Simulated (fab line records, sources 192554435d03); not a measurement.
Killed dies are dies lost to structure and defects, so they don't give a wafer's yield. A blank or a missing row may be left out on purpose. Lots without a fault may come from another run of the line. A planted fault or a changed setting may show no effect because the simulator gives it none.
Which tool did it? | flow n5_finfet | 24 lots, 72 wafers sampled, at 3 steps of a route of 1938

WHAT THE GAUGES READ, wafer by wafer
N5_BEOL_M10_CD_MEAS_11: target cd 64.1 nm.
lot  | measured     | on        | cd_nm (nm)
L074 | day 10 05:20 | cd_sem-01 | 64.4 64.7 64.7
L077 | day 10 23:35 | cd_sem-02 | 63.5 64.2 63.5
L075 | day 11 04:59 | cd_sem-01 | 65.0 64.1 63.2
L079 | day 11 14:40 | cd_sem-01 | 64.6 64.7 65.0
L078 | day 11 14:50 | cd_sem-02 | 64.2 64.1 64.4
L076 | day 11 15:32 | cd_sem-02 | 63.5 64.9 63.2
L082 | day 12 15:39 | cd_sem-03 | 64.8 64.1 63.6
L081 | day 12 18:10 | cd_sem-01 | 64.3 65.6 64.2
L083 | day 12 23:27 | cd_sem-02 | 64.2 64.7 62.8
L080 | day 13 00:05 | cd_sem-01 | 63.7 64.3 63.0
L084 | day 13 03:15 | cd_sem-03 | 63.3 64.9 63.0
L085 | day 13 04:04 | cd_sem-02 | 64.8 63.5 64.5
L086 | day 13 22:05 | cd_sem-03 | 63.9 64.4 63.1
L090 | day 14 04:56 | cd_sem-01 | 63.2 63.7 63.6
L088 | day 14 20:14 | cd_sem-02 | 64.5 64.2 63.2
L087 | day 14 20:57 | cd_sem-03 | 65.2 65.0 65.2
L089 | day 15 01:32 | cd_sem-01 | 64.0 64.3 64.1
L091 | day 15 03:32 | cd_sem-01 | 64.2 63.4 63.9
L092 | day 16 06:36 | cd_sem-03 | 64.2 64.2 64.6
L094 | day 16 18:17 | cd_sem-02 | 63.8 63.9 63.3
L093 | day 17 01:59 | cd_sem-01 | 64.0 64.1 64.4
L097 | day 17 02:04 | cd_sem-02 | 64.0 63.9 64.2
L096 | day 17 06:11 | cd_sem-01 | 64.7 65.0 63.8
L095 | day 17 09:32 | cd_sem-03 | 65.0 63.7 64.6

N5_BEOL_M10_CD_MEAS_35: target cd 70 nm.
lot  | measured     | on        | cd_nm (nm)
L074 | day 10 08:22 | cd_sem-02 | 69.8 70.7 70.7
L077 | day 11 01:51 | cd_sem-02 | 69.2 69.8 68.8
L075 | day 11 08:19 | cd_sem-01 | 70.8 69.8 69.9
L079 | day 11 16:28 | cd_sem-03 | 70.8 69.9 71.0
L078 | day 11 16:56 | cd_sem-03 | 69.9 70.2 70.9
L076 | day 11 17:45 | cd_sem-01 | 69.0 70.4 69.0
L082 | day 12 18:05 | cd_sem-01 | 70.5 70.4 69.8
L081 | day 12 19:56 | cd_sem-02 | 70.5 71.4 69.6
L083 | day 13 03:40 | cd_sem-01 | 69.9 70.3 69.0
L080 | day 13 04:08 | cd_sem-01 | 69.4 71.1 69.5
L084 | day 13 06:17 | cd_sem-01 | 69.4 71.2 69.2
L085 | day 13 06:26 | cd_sem-01 | 70.0 69.2 70.5
L086 | day 14 01:31 | cd_sem-01 | 69.8 71.2 69.2
L090 | day 14 07:00 | cd_sem-03 | 69.0 69.6 70.2
L088 | day 14 22:11 | cd_sem-01 | 70.5 70.0 69.6
L087 | day 14 22:59 | cd_sem-01 | 71.3 71.4 71.6
L089 | day 15 03:35 | cd_sem-03 | 70.2 70.4 69.4
L091 | day 15 05:11 | cd_sem-01 | 70.8 69.7 69.9
L092 | day 16 10:05 | cd_sem-01 | 70.4 70.4 69.4
L094 | day 16 20:01 | cd_sem-01 | 69.5 69.6 68.9
L093 | day 17 05:38 | cd_sem-03 | 70.0 70.3 70.5
L097 | day 17 05:40 | cd_sem-01 | 70.2 69.2 70.5
L096 | day 17 08:24 | cd_sem-03 | 70.3 71.1 70.6
L095 | day 17 12:16 | cd_sem-01 | 71.8 69.7 70.5

WHICH TOOL RAN EACH LOT (tool, then ch and the chambers of the sampled wafers, then the start)
lot  | N5_BEOL_M9_SURFACE_TREAT_79
L074 | pvd_sputter-03, day 10 01:56
L077 | pvd_sputter-01, day 10 18:53
L075 | pvd_sputter-02, day 11 01:31
L079 | pvd_sputter-02, day 11 09:04
L078 | pvd_sputter-02, day 11 09:21
L076 | pvd_sputter-02, day 11 09:37
L082 | pvd_sputter-02, day 12 13:12
L081 | pvd_sputter-02, day 12 13:43
L083 | pvd_sputter-01, day 12 18:54
L080 | pvd_sputter-01, day 12 19:40
L084 | pvd_sputter-01, day 12 22:56
L085 | pvd_sputter-02, day 13 00:55
L086 | pvd_sputter-01, day 13 17:33
L090 | pvd_sputter-01, day 14 02:04
L088 | pvd_sputter-01, day 14 17:11
L087 | pvd_sputter-03, day 14 17:38
L089 | pvd_sputter-02, day 14 22:47
L091 | pvd_sputter-02, day 14 23:50
L092 | pvd_sputter-03, day 16 02:05
L094 | pvd_sputter-03, day 16 14:55
L093 | pvd_sputter-02, day 16 21:01
L097 | pvd_sputter-02, day 16 21:29
L096 | pvd_sputter-02, day 17 02:34
L095 | pvd_sputter-01, day 17 06:19
- N5_BEOL_M9_SURFACE_TREAT_79

WHAT THE TOOLS THEMSELVES READ (means of the sampled wafers that have a number; where no wafer has one, the mark that the record gives instead)
N5_BEOL_M9_SURFACE_TREAT_79.
lot  | tool           | ar_flow_sccm (sccm)
L074 | pvd_sputter-03 | 30.02
L077 | pvd_sputter-01 | 29.95
L075 | pvd_sputter-02 | 30.01
L079 | pvd_sputter-02 | 30.06
L078 | pvd_sputter-02 | 30.00
L076 | pvd_sputter-02 | 29.99
L082 | pvd_sputter-02 | 29.95
L081 | pvd_sputter-02 | 30.03
L083 | pvd_sputter-01 | 30.08
L080 | pvd_sputter-01 | 29.97
L084 | pvd_sputter-01 | 29.96
L085 | pvd_sputter-02 | 29.95
L086 | pvd_sputter-01 | 29.94
L090 | pvd_sputter-01 | 30.02
L088 | pvd_sputter-01 | 29.96
L087 | pvd_sputter-03 | 30.08
L089 | pvd_sputter-02 | 29.96
L091 | pvd_sputter-02 | 30.04
L092 | pvd_sputter-03 | 30.00
L094 | pvd_sputter-03 | 29.97
L093 | pvd_sputter-02 | 30.02
L097 | pvd_sputter-02 | 30.11
L096 | pvd_sputter-02 | 29.97
L095 | pvd_sputter-01 | 30.06

THE ANSWER, worked out from the rows above alone
Rule: what is usual is taken from the lots themselves. Put in order of their means at a reading, lots are off if they are a third of the lots or fewer, leave a main group of 4 or more, and stand apart from it by a gap of 3 or more times the standard deviation of the main group's means; of several such gaps the widest counts. A main group whose means are all the same, to the digits that the tables above print for the reading, isn't used. A lot without any number at a reading at which 4 lots or more have one is off too. The other lots that the step has rows for count as sound. The gauges are gone through in route order, then the tools' own readings, and for those a lot's mean is taken as printed above. The first step at which some lot is off is used, and at that step the reading that is off furthest; a lot without a number counts as furthest.
No lot is off at any reading shown: from this, nothing can be told.

WHAT THE SIMULATOR HAD PUT IN
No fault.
